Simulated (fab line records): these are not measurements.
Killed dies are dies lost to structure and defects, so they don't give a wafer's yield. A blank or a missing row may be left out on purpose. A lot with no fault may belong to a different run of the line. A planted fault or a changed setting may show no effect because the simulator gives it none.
Chamber matching / flow nandHarc / 4 sister chambers for NHARC_P_M2_DESCUM_14 on rieDiel-07
The step chemistry O2, time 3 s. 7 wafers are shown with their chamber, then 7 later ones without.

## WAFERS PAIRED WITH THEIR CHAMBERS
wafer=L187.3; chamber=0; showerheadPlenumPTorr (Torr)=1.97; throttleValvePct (%)=11.309
wafer=L187.5; chamber=0; showerheadPlenumPTorr (Torr)=1.97; throttleValvePct (%)=11.297
wafer=L188.2; chamber=1; showerheadPlenumPTorr (Torr)=1.84; throttleValvePct (%)=11.311
wafer=L188.4; chamber=3; showerheadPlenumPTorr (Torr)=2.00; throttleValvePct (%)=11.306
wafer=L188.6; chamber=2; showerheadPlenumPTorr (Torr)=2.01; throttleValvePct (%)=11.292
wafer=L192.1; chamber=1; showerheadPlenumPTorr (Torr)=1.83; throttleValvePct (%)=11.318
wafer=L192.3; chamber=2; showerheadPlenumPTorr (Torr)=2.01; throttleValvePct (%)=11.307

## WAFERS WHOSE CHAMBER IS MISSING
wafer=L192.5; showerheadPlenumPTorr (Torr)=1.84; throttleValvePct (%)=11.306
wafer=L202.3; showerheadPlenumPTorr (Torr)=2.00; throttleValvePct (%)=11.313
wafer=L202.5; showerheadPlenumPTorr (Torr)=1.83; throttleValvePct (%)=11.331
wafer=L202.6; showerheadPlenumPTorr (Torr)=2.01; throttleValvePct (%)=11.311
wafer=L206.2; showerheadPlenumPTorr (Torr)=2.00; throttleValvePct (%)=11.323
wafer=L206.3; showerheadPlenumPTorr (Torr)=1.83; throttleValvePct (%)=11.302
wafer=L206.6; showerheadPlenumPTorr (Torr)=2.00; throttleValvePct (%)=11.316

## WHICH CHAMBER EACH WENT THROUGH
wafer=L192.5; from the rows above=1; in truth=1
wafer=L202.3; from the rows above=3; in truth=3
wafer=L202.5; from the rows above=1; in truth=1
wafer=L202.6; from the rows above=can't be placed: 2 or 3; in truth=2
wafer=L206.2; from the rows above=can't be placed: 3 or 2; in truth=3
wafer=L206.3; from the rows above=1; in truth=1
wafer=L206.6; from the rows above=can't be placed: 3 or 2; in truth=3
Correct placement for 4 of the 7. These rows do not allow placing 3 (true chamber among the candidates in 3). Wrongly placed: 0.
How it was worked out, from the rows above alone: a wafer's distance from a chamber is the root of the sum, over the readings, of the square of ((its reading less the chamber's mean) divided by the reading's scatter). The wafer belongs to the nearest chamber; if the next one is less than 2 further off, it can't be placed. A chamber's mean is the mean of its shown wafers. How the scatter is found: for the shown wafers, subtract from each reading the mean of its chamber, square and add these, divide the total by (wafers less chambers), then take the root.
